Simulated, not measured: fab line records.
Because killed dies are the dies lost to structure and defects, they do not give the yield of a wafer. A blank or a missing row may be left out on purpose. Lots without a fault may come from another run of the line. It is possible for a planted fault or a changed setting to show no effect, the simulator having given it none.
8D (eight disciplines) problem report, filled in by code    flow nand-harc    the parts of the form that need people (team, actions taken, sign-off) are left out

1. WHAT WENT WRONG
Mean of thk-nm at NHARC_A_ONON_D1_THK_MEAS_30: 1510 nm across 4 wafers in 3 lots; on wafers with no fault it is 1001 nm (standard deviation 7.5). That is +68 standard deviations from the usual mean.
The step: measures by ellipsometry.
First seen on wafer L366.5, day 11 19:52, on film-metro-01. The record has a number at this step for 44 wafers belonging to 15 lots. By rule, "out" or "out of limits" means more than 4 standard deviations away from the usual mean. The rest of the wafers with a number are treated as sound.

2. WHAT IT IS; WHAT IT IS NOT
question                     is                              is not
which readings at this step  thk-nm                          -
which lots                   L366, L367, L370                L358, L359, L361, L363, L364, L375, L376, L377, L378, L379, L380, L381
which wafers of those lots   L366.5, L367.2, L370.2, L370.5  L366.1, L366.4, L367.1, L367.6
read on which gauges         film-metro-01, film-metro-02    -
when                         from day 11 19:52               up to then (17 sound wafers); but 23 sound wafers of L367, L375, L376, L377, L378, L379, L380, L381 came after

3. WHAT RULES OUT EACH SUSPECT
Counting: a tool at a process step up to the reading stays a suspect if it ran every lot that is out. Sound lots after the first of them don't rule it out here, since some wafers of a struck lot are sound.
- the gauge at NHARC_A_ONON_D1_THK_MEAS_30 is ruled out. 2 gauges (film-metro-01, film-metro-02) read the wafers that are out.
- pecvd-onon-02 at NHARC_A_ONON_D1_DEP_28 (target thk 1000 nm): kept. It ran every lot that is out, first L366 (day 11 19:21); its last sound lot up to then is L364 (day 10 14:06).
The count leaves pecvd-onon-02 at NHARC_A_ONON_D1_DEP_28.

4. THE CAUSE (what the simulator had put in)
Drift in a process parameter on pecvd-onon-02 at NHARC_A_ONON_D1_DEP_28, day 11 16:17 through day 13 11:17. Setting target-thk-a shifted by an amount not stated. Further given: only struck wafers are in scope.
Counting left only this tool.

5. SEQUENCE OF EFFECTS, ordered by route
Each row: a reading where the mean over the struck wafers with a number is more than 3 standard deviations away from the usual. Only readings for which the record gives a usual standard deviation are gone through. hours: the time from each lot's start at the first step in this table that gives one to its start at this step, as a median over the lots. sigmas: the change in usual standard deviations.
hours  step                         reading          usual    on struck wafers  change  sigmas
0      NHARC_A_ONON_D1_THK_MEAS_30  thk-nm           1001 nm  1510              +508    +68
392    NHARC_END_SORT_01            killed-at-array  59       672               +613    +29
392    NHARC_END_SORT_01            killed-dies      64       677               +613    +29
At these later measuring or inspecting steps, every struck wafer for which the step has a row has a number for every such reading, and none has moved that far: NHARC_A_ONON_D1_INSPECT_32.

6. HOW IT WOULD HAVE BEEN CAUGHT EARLIER
In this record the first reading out of limits at a measuring or inspecting step was taken at day 11 19:52, 4 hours after the fault began at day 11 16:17.
Lots out: 3; of these, L367, L370 started NHARC_A_ONON_D1_DEP_28 on pecvd-onon-02 after day 11 19:52. A hold on the tool at that time would have spared those 2.
